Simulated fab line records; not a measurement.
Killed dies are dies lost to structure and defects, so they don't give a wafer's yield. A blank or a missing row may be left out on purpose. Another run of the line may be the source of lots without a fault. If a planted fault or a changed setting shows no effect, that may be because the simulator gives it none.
Which of the tools did it? || flow n5_finfet || 72 wafers from 24 lots sampled at 5 of the route's 1938 steps

== WHAT EACH GAUGE READ, for each wafer ==
N5_BEOL_M2_INSPECT_59: inspects for defects (darkfield).
{"lot": "L074", "measured": "day 7 08:55", "on": "defect_inspect-01", "raw_defect_count": "68 60 75"}
{"lot": "L075", "measured": "day 7 12:41", "on": "defect_inspect-01", "raw_defect_count": "47 43 42"}
{"lot": "L076", "measured": "day 8 00:29", "on": "defect_inspect-02", "raw_defect_count": "23 81 60"}
{"lot": "L077", "measured": "day 8 09:41", "on": "defect_inspect-02", "raw_defect_count": "75 99 89"}
{"lot": "L078", "measured": "day 8 13:31", "on": "defect_inspect-02", "raw_defect_count": "57 67 142"}
{"lot": "L079", "measured": "day 8 13:46", "on": "defect_inspect-02", "raw_defect_count": "64 63 52"}
{"lot": "L080", "measured": "day 8 21:47", "on": "defect_inspect-02", "raw_defect_count": "61 67 52"}
{"lot": "L081", "measured": "day 9 00:12", "on": "defect_inspect-02", "raw_defect_count": "56 44 45"}
{"lot": "L082", "measured": "day 9 04:31", "on": "defect_inspect-02", "raw_defect_count": "64 59 50"}
{"lot": "L083", "measured": "day 10 19:17", "on": "defect_inspect-01", "raw_defect_count": "79 76 90"}
{"lot": "L084", "measured": "day 10 22:08", "on": "defect_inspect-02", "raw_defect_count": "63 47 81"}
{"lot": "L085", "measured": "day 11 03:57", "on": "defect_inspect-01", "raw_defect_count": "79 57 120"}
{"lot": "L086", "measured": "day 11 04:14", "on": "defect_inspect-01", "raw_defect_count": "65 62 58"}
{"lot": "L087", "measured": "day 11 09:22", "on": "defect_inspect-01", "raw_defect_count": "90 81 85"}
{"lot": "L088", "measured": "day 11 14:34", "on": "defect_inspect-01", "raw_defect_count": "71 90 51"}
{"lot": "L090", "measured": "day 11 17:11", "on": "defect_inspect-02", "raw_defect_count": "57 87 46"}
{"lot": "L089", "measured": "day 11 17:26", "on": "defect_inspect-01", "raw_defect_count": "66 95 47"}
{"lot": "L092", "measured": "day 12 04:17", "on": "defect_inspect-02", "raw_defect_count": "96 97 77"}
{"lot": "L091", "measured": "day 12 11:21", "on": "defect_inspect-01", "raw_defect_count": "86 78 68"}
{"lot": "L093", "measured": "day 12 13:30", "on": "defect_inspect-01", "raw_defect_count": "52 69 73"}
{"lot": "L094", "measured": "day 12 16:10", "on": "defect_inspect-01", "raw_defect_count": "60 91 107"}
{"lot": "L096", "measured": "day 12 16:59", "on": "defect_inspect-01", "raw_defect_count": "51 43 71"}
{"lot": "L095", "measured": "day 12 19:21", "on": "defect_inspect-01", "raw_defect_count": "31 28 28"}
{"lot": "L097", "measured": "day 13 00:58", "on": "defect_inspect-01", "raw_defect_count": "125 106 144"}

N5_BEOL_M3_CD_MEAS_28: target cd 25.7 nm, target cd y 23.3 nm.
{"lot": "L074", "measured": "day 7 13:22", "on": "cd_sem-02", "cd_nm (nm)": "26.00 25.52 25.85"}
{"lot": "L075", "measured": "day 7 17:05", "on": "cd_sem-03", "cd_nm (nm)": "25.60 25.52 25.79"}
{"lot": "L076", "measured": "day 8 03:59", "on": "cd_sem-02", "cd_nm (nm)": "25.41 25.89 25.92"}
{"lot": "L077", "measured": "day 8 11:43", "on": "cd_sem-03", "cd_nm (nm)": "26.06 25.85 26.09"}
{"lot": "L078", "measured": "day 8 17:31", "on": "cd_sem-03", "cd_nm (nm)": "26.14 26.28 26.30"}
{"lot": "L079", "measured": "day 8 17:34", "on": "cd_sem-02", "cd_nm (nm)": "26.02 26.06 25.87"}
{"lot": "L080", "measured": "day 9 01:04", "on": "cd_sem-01", "cd_nm (nm)": "25.94 26.19 25.87"}
{"lot": "L081", "measured": "day 9 02:23", "on": "cd_sem-02", "cd_nm (nm)": "25.58 25.77 25.26"}
{"lot": "L082", "measured": "day 9 07:32", "on": "cd_sem-01", "cd_nm (nm)": "26.07 25.92 26.09"}
{"lot": "L083", "measured": "day 10 21:58", "on": "cd_sem-02", "cd_nm (nm)": "25.89 25.80 25.67"}
{"lot": "L084", "measured": "day 11 00:57", "on": "cd_sem-03", "cd_nm (nm)": "25.66 25.95 25.58"}
{"lot": "L085", "measured": "day 11 06:39", "on": "cd_sem-03", "cd_nm (nm)": "25.87 25.60 25.53"}
{"lot": "L086", "measured": "day 11 07:17", "on": "cd_sem-03", "cd_nm (nm)": "25.40 25.98 25.84"}
{"lot": "L087", "measured": "day 11 11:20", "on": "cd_sem-01", "cd_nm (nm)": "25.92 25.88 25.99"}
{"lot": "L088", "measured": "day 11 17:44", "on": "cd_sem-03", "cd_nm (nm)": "25.15 25.75 25.55"}
{"lot": "L090", "measured": "day 11 19:10", "on": "cd_sem-03", "cd_nm (nm)": "25.89 26.23 25.49"}
{"lot": "L089", "measured": "day 11 19:21", "on": "cd_sem-01", "cd_nm (nm)": "25.82 26.02 25.74"}
{"lot": "L092", "measured": "day 12 06:34", "on": "cd_sem-03", "cd_nm (nm)": "25.89 25.61 25.83"}
{"lot": "L091", "measured": "day 12 13:58", "on": "cd_sem-02", "cd_nm (nm)": "25.87 25.52 25.68"}
{"lot": "L093", "measured": "day 12 16:39", "on": "cd_sem-01", "cd_nm (nm)": "25.91 25.75 25.61"}
{"lot": "L094", "measured": "day 12 19:53", "on": "cd_sem-01", "cd_nm (nm)": "25.99 25.77 25.63"}
{"lot": "L096", "measured": "day 12 20:11", "on": "cd_sem-03", "cd_nm (nm)": "25.50 25.80 25.48"}
{"lot": "L095", "measured": "day 12 20:50", "on": "cd_sem-03", "cd_nm (nm)": "26.04 25.66 25.85"}
{"lot": "L097", "measured": "day 13 02:27", "on": "cd_sem-03", "cd_nm (nm)": "25.94 25.51 26.03"}

== WHICH TOOL RAN EACH LOT (tool, then ch and the chambers of the sampled wafers, then the start) ==
{"lot": "L074", "N5_BEOL_M2_ANNEAL_89": "pvd_sputter-03, day 7 07:02", "N5_BEOL_M2_SPUTTER_92": "pvd_sputter-03, day 7 07:24", "N5_BEOL_M2_ANNEAL_95": "pvd_sputter-03, day 7 07:42"}
{"lot": "L075", "N5_BEOL_M2_ANNEAL_89": "pvd_sputter-01, day 7 10:49", "N5_BEOL_M2_SPUTTER_92": "pvd_sputter-01, day 7 11:10", "N5_BEOL_M2_ANNEAL_95": "pvd_sputter-01, day 7 11:28"}
{"lot": "L076", "N5_BEOL_M2_ANNEAL_89": "pvd_sputter-01, day 7 22:37", "N5_BEOL_M2_SPUTTER_92": "pvd_sputter-01, day 7 22:58", "N5_BEOL_M2_ANNEAL_95": "pvd_sputter-01, day 7 23:16"}
{"lot": "L077", "N5_BEOL_M2_ANNEAL_89": "pvd_sputter-03, day 8 07:32", "N5_BEOL_M2_SPUTTER_92": "pvd_sputter-03, day 8 07:53", "N5_BEOL_M2_ANNEAL_95": "pvd_sputter-03, day 8 08:11"}
{"lot": "L078", "N5_BEOL_M2_ANNEAL_89": "pvd_sputter-01, day 8 11:37", "N5_BEOL_M2_SPUTTER_92": "pvd_sputter-01, day 8 11:58", "N5_BEOL_M2_ANNEAL_95": "pvd_sputter-01, day 8 12:16"}
{"lot": "L079", "N5_BEOL_M2_ANNEAL_89": "pvd_sputter-02, day 8 11:53", "N5_BEOL_M2_SPUTTER_92": "pvd_sputter-02, day 8 12:14", "N5_BEOL_M2_ANNEAL_95": "pvd_sputter-02, day 8 12:32"}
{"lot": "L080", "N5_BEOL_M2_ANNEAL_89": "pvd_sputter-02, day 8 18:26", "N5_BEOL_M2_SPUTTER_92": "pvd_sputter-02, day 8 18:48", "N5_BEOL_M2_ANNEAL_95": "pvd_sputter-02, day 8 19:06"}
{"lot": "L081", "N5_BEOL_M2_ANNEAL_89": "pvd_sputter-02, day 8 22:17", "N5_BEOL_M2_SPUTTER_92": "pvd_sputter-02, day 8 22:38", "N5_BEOL_M2_ANNEAL_95": "pvd_sputter-02, day 8 22:56"}
{"lot": "L082", "N5_BEOL_M2_ANNEAL_89": "pvd_sputter-02, day 9 02:37", "N5_BEOL_M2_SPUTTER_92": "pvd_sputter-02, day 9 02:59", "N5_BEOL_M2_ANNEAL_95": "pvd_sputter-02, day 9 03:17"}
{"lot": "L083", "N5_BEOL_M2_ANNEAL_89": "pvd_sputter-01, day 10 17:25", "N5_BEOL_M2_SPUTTER_92": "pvd_sputter-01, day 10 17:46", "N5_BEOL_M2_ANNEAL_95": "pvd_sputter-01, day 10 18:04"}
{"lot": "L084", "N5_BEOL_M2_ANNEAL_89": "pvd_sputter-01, day 10 19:40", "N5_BEOL_M2_SPUTTER_92": "pvd_sputter-01, day 10 20:02", "N5_BEOL_M2_ANNEAL_95": "pvd_sputter-01, day 10 20:20"}
{"lot": "L085", "N5_BEOL_M2_ANNEAL_89": "pvd_sputter-03, day 11 02:05", "N5_BEOL_M2_SPUTTER_92": "pvd_sputter-03, day 11 02:26", "N5_BEOL_M2_ANNEAL_95": "pvd_sputter-03, day 11 02:44"}
{"lot": "L086", "N5_BEOL_M2_ANNEAL_89": "pvd_sputter-02, day 11 02:16", "N5_BEOL_M2_SPUTTER_92": "pvd_sputter-02, day 11 02:37", "N5_BEOL_M2_ANNEAL_95": "pvd_sputter-02, day 11 02:55"}
{"lot": "L087", "N5_BEOL_M2_ANNEAL_89": "pvd_sputter-01, day 11 07:27", "N5_BEOL_M2_SPUTTER_92": "pvd_sputter-01, day 11 07:49", "N5_BEOL_M2_ANNEAL_95": "pvd_sputter-01, day 11 08:07"}
{"lot": "L088", "N5_BEOL_M2_ANNEAL_89": "pvd_sputter-03, day 11 11:01", "N5_BEOL_M2_SPUTTER_92": "pvd_sputter-03, day 11 11:22", "N5_BEOL_M2_ANNEAL_95": "pvd_sputter-03, day 11 11:40"}
{"lot": "L090", "N5_BEOL_M2_ANNEAL_89": "pvd_sputter-01, day 11 15:18", "N5_BEOL_M2_SPUTTER_92": "pvd_sputter-01, day 11 15:40", "N5_BEOL_M2_ANNEAL_95": "pvd_sputter-01, day 11 15:58"}
{"lot": "L089", "N5_BEOL_M2_ANNEAL_89": "pvd_sputter-02, day 11 15:32", "N5_BEOL_M2_SPUTTER_92": "pvd_sputter-02, day 11 15:54", "N5_BEOL_M2_ANNEAL_95": "pvd_sputter-02, day 11 16:12"}
{"lot": "L092", "N5_BEOL_M2_ANNEAL_89": "pvd_sputter-03, day 12 02:25", "N5_BEOL_M2_SPUTTER_92": "pvd_sputter-03, day 12 02:46", "N5_BEOL_M2_ANNEAL_95": "pvd_sputter-03, day 12 03:04"}
{"lot": "L091", "N5_BEOL_M2_ANNEAL_89": "pvd_sputter-01, day 12 09:29", "N5_BEOL_M2_SPUTTER_92": "pvd_sputter-01, day 12 09:50", "N5_BEOL_M2_ANNEAL_95": "pvd_sputter-01, day 12 10:08"}
{"lot": "L093", "N5_BEOL_M2_ANNEAL_89": "pvd_sputter-03, day 12 11:29", "N5_BEOL_M2_SPUTTER_92": "pvd_sputter-03, day 12 11:51", "N5_BEOL_M2_ANNEAL_95": "pvd_sputter-03, day 12 12:09"}
{"lot": "L094", "N5_BEOL_M2_ANNEAL_89": "pvd_sputter-01, day 12 14:16", "N5_BEOL_M2_SPUTTER_92": "pvd_sputter-01, day 12 14:38", "N5_BEOL_M2_ANNEAL_95": "pvd_sputter-01, day 12 14:56"}
{"lot": "L096", "N5_BEOL_M2_ANNEAL_89": "pvd_sputter-02, day 12 15:07", "N5_BEOL_M2_SPUTTER_92": "pvd_sputter-02, day 12 15:29", "N5_BEOL_M2_ANNEAL_95": "pvd_sputter-02, day 12 15:47"}
{"lot": "L095", "N5_BEOL_M2_ANNEAL_89": "pvd_sputter-03, day 12 17:19", "N5_BEOL_M2_SPUTTER_92": "pvd_sputter-03, day 12 17:41", "N5_BEOL_M2_ANNEAL_95": "pvd_sputter-03, day 12 17:59"}
{"lot": "L097", "N5_BEOL_M2_ANNEAL_89": "pvd_sputter-01, day 12 23:06", "N5_BEOL_M2_SPUTTER_92": "pvd_sputter-01, day 12 23:28", "N5_BEOL_M2_ANNEAL_95": "pvd_sputter-01, day 12 23:46"}
- N5_BEOL_M2_ANNEAL_89: time 240 s.
- N5_BEOL_M2_SPUTTER_92: material Cu, target thk 4.5 nm, time 8.29 s.
- N5_BEOL_M2_ANNEAL_95: time 240 s.

== WHAT THE TOOLS THEMSELVES READ (means of the sampled wafers that have a number; where no wafer has one, the mark that the record gives instead) ==
N5_BEOL_M2_ANNEAL_89.
{"lot": "L074", "tool": "pvd_sputter-03", "heater_power_w (W)": 846}
{"lot": "L075", "tool": "pvd_sputter-01", "heater_power_w (W)": 802}
{"lot": "L076", "tool": "pvd_sputter-01", "heater_power_w (W)": 873}
{"lot": "L077", "tool": "pvd_sputter-03", "heater_power_w (W)": 874}
{"lot": "L078", "tool": "pvd_sputter-01", "heater_power_w (W)": 865}
{"lot": "L079", "tool": "pvd_sputter-02", "heater_power_w (W)": 856}
{"lot": "L080", "tool": "pvd_sputter-02", "heater_power_w (W)": 848}
{"lot": "L081", "tool": "pvd_sputter-02", "heater_power_w (W)": 865}
{"lot": "L082", "tool": "pvd_sputter-02", "heater_power_w (W)": 873}
{"lot": "L083", "tool": "pvd_sputter-01", "heater_power_w (W)": 816}
{"lot": "L084", "tool": "pvd_sputter-01", "heater_power_w (W)": 785}
{"lot": "L085", "tool": "pvd_sputter-03", "heater_power_w (W)": 871}
{"lot": "L086", "tool": "pvd_sputter-02", "heater_power_w (W)": 900}
{"lot": "L087", "tool": "pvd_sputter-01", "heater_power_w (W)": 809}
{"lot": "L088", "tool": "pvd_sputter-03", "heater_power_w (W)": 874}
{"lot": "L090", "tool": "pvd_sputter-01", "heater_power_w (W)": 852}
{"lot": "L089", "tool": "pvd_sputter-02", "heater_power_w (W)": 849}
{"lot": "L092", "tool": "pvd_sputter-03", "heater_power_w (W)": 778}
{"lot": "L091", "tool": "pvd_sputter-01", "heater_power_w (W)": 767}
{"lot": "L093", "tool": "pvd_sputter-03", "heater_power_w (W)": 815}
{"lot": "L094", "tool": "pvd_sputter-01", "heater_power_w (W)": 806}
{"lot": "L096", "tool": "pvd_sputter-02", "heater_power_w (W)": 882}
{"lot": "L095", "tool": "pvd_sputter-03", "heater_power_w (W)": 870}
{"lot": "L097", "tool": "pvd_sputter-01", "heater_power_w (W)": 844}

N5_BEOL_M2_SPUTTER_92.
{"lot": "L074", "tool": "pvd_sputter-03", "throttle_valve_pct (%)": 29.9}
{"lot": "L075", "tool": "pvd_sputter-01", "throttle_valve_pct (%)": 28.9}
{"lot": "L076", "tool": "pvd_sputter-01", "throttle_valve_pct (%)": 29.3}
{"lot": "L077", "tool": "pvd_sputter-03", "throttle_valve_pct (%)": 29.5}
{"lot": "L078", "tool": "pvd_sputter-01", "throttle_valve_pct (%)": 29.4}
{"lot": "L079", "tool": "pvd_sputter-02", "throttle_valve_pct (%)": 29.8}
{"lot": "L080", "tool": "pvd_sputter-02", "throttle_valve_pct (%)": 29.9}
{"lot": "L081", "tool": "pvd_sputter-02", "throttle_valve_pct (%)": 30.0}
{"lot": "L082", "tool": "pvd_sputter-02", "throttle_valve_pct (%)": 29.5}
{"lot": "L083", "tool": "pvd_sputter-01", "throttle_valve_pct (%)": 30.2}
{"lot": "L084", "tool": "pvd_sputter-01", "throttle_valve_pct (%)": 30.8}
{"lot": "L085", "tool": "pvd_sputter-03", "throttle_valve_pct (%)": 29.4}
{"lot": "L086", "tool": "pvd_sputter-02", "throttle_valve_pct (%)": 29.6}
{"lot": "L087", "tool": "pvd_sputter-01", "throttle_valve_pct (%)": 30.5}
{"lot": "L088", "tool": "pvd_sputter-03", "throttle_valve_pct (%)": 29.4}
{"lot": "L090", "tool": "pvd_sputter-01", "throttle_valve_pct (%)": 28.7}
{"lot": "L089", "tool": "pvd_sputter-02", "throttle_valve_pct (%)": 30.0}
{"lot": "L092", "tool": "pvd_sputter-03", "throttle_valve_pct (%)": 29.8}
{"lot": "L091", "tool": "pvd_sputter-01", "throttle_valve_pct (%)": 30.0}
{"lot": "L093", "tool": "pvd_sputter-03", "throttle_valve_pct (%)": 29.4}
{"lot": "L094", "tool": "pvd_sputter-01", "throttle_valve_pct (%)": 29.8}
{"lot": "L096", "tool": "pvd_sputter-02", "throttle_valve_pct (%)": 29.4}
{"lot": "L095", "tool": "pvd_sputter-03", "throttle_valve_pct (%)": 29.5}
{"lot": "L097", "tool": "pvd_sputter-01", "throttle_valve_pct (%)": 29.9}

N5_BEOL_M2_ANNEAL_95.
{"lot": "L074", "tool": "pvd_sputter-03", "heater_power_w (W)": 843}
{"lot": "L075", "tool": "pvd_sputter-01", "heater_power_w (W)": 788}
{"lot": "L076", "tool": "pvd_sputter-01", "heater_power_w (W)": 861}
{"lot": "L077", "tool": "pvd_sputter-03", "heater_power_w (W)": 876}
{"lot": "L078", "tool": "pvd_sputter-01", "heater_power_w (W)": 856}
{"lot": "L079", "tool": "pvd_sputter-02", "heater_power_w (W)": 849}
{"lot": "L080", "tool": "pvd_sputter-02", "heater_power_w (W)": 849}
{"lot": "L081", "tool": "pvd_sputter-02", "heater_power_w (W)": 853}
{"lot": "L082", "tool": "pvd_sputter-02", "heater_power_w (W)": 887}
{"lot": "L083", "tool": "pvd_sputter-01", "heater_power_w (W)": 828}
{"lot": "L084", "tool": "pvd_sputter-01", "heater_power_w (W)": 781}
{"lot": "L085", "tool": "pvd_sputter-03", "heater_power_w (W)": 871}
{"lot": "L086", "tool": "pvd_sputter-02", "heater_power_w (W)": 895}
{"lot": "L087", "tool": "pvd_sputter-01", "heater_power_w (W)": 813}
{"lot": "L088", "tool": "pvd_sputter-03", "heater_power_w (W)": 881}
{"lot": "L090", "tool": "pvd_sputter-01", "heater_power_w (W)": 848}
{"lot": "L089", "tool": "pvd_sputter-02", "heater_power_w (W)": 855}
{"lot": "L092", "tool": "pvd_sputter-03", "heater_power_w (W)": 778}
{"lot": "L091", "tool": "pvd_sputter-01", "heater_power_w (W)": 770}
{"lot": "L093", "tool": "pvd_sputter-03", "heater_power_w (W)": 801}
{"lot": "L094", "tool": "pvd_sputter-01", "heater_power_w (W)": 797}
{"lot": "L096", "tool": "pvd_sputter-02", "heater_power_w (W)": 884}
{"lot": "L095", "tool": "pvd_sputter-03", "heater_power_w (W)": 889}
{"lot": "L097", "tool": "pvd_sputter-01", "heater_power_w (W)": 836}

== THE ANSWER, worked out from the rows above alone ==
Rule: usual is defined by the lots themselves. Put in order of their means at a reading, lots are off if they are a third of the lots or fewer, leave a main group of 4 or more, and stand apart from it by a gap of 3 or more times the standard deviation of the main group's means; of several such gaps the widest counts. A main group whose means are all the same, to the digits that the tables above print for the reading, isn't used. Also off: a lot with no number at a reading for which 4 or more lots have one. Any other lot the step has rows for is counted as sound. The gauges are gone through in route order, then the tools' own readings, and for those a lot's mean is taken as printed above. The first step at which some lot is off is used, and at that step the reading that is off furthest; a lot without a number counts as furthest.
No lot is off at any reading shown: from this, nothing can be told.

== WHAT THE SIMULATOR HAD PUT IN ==
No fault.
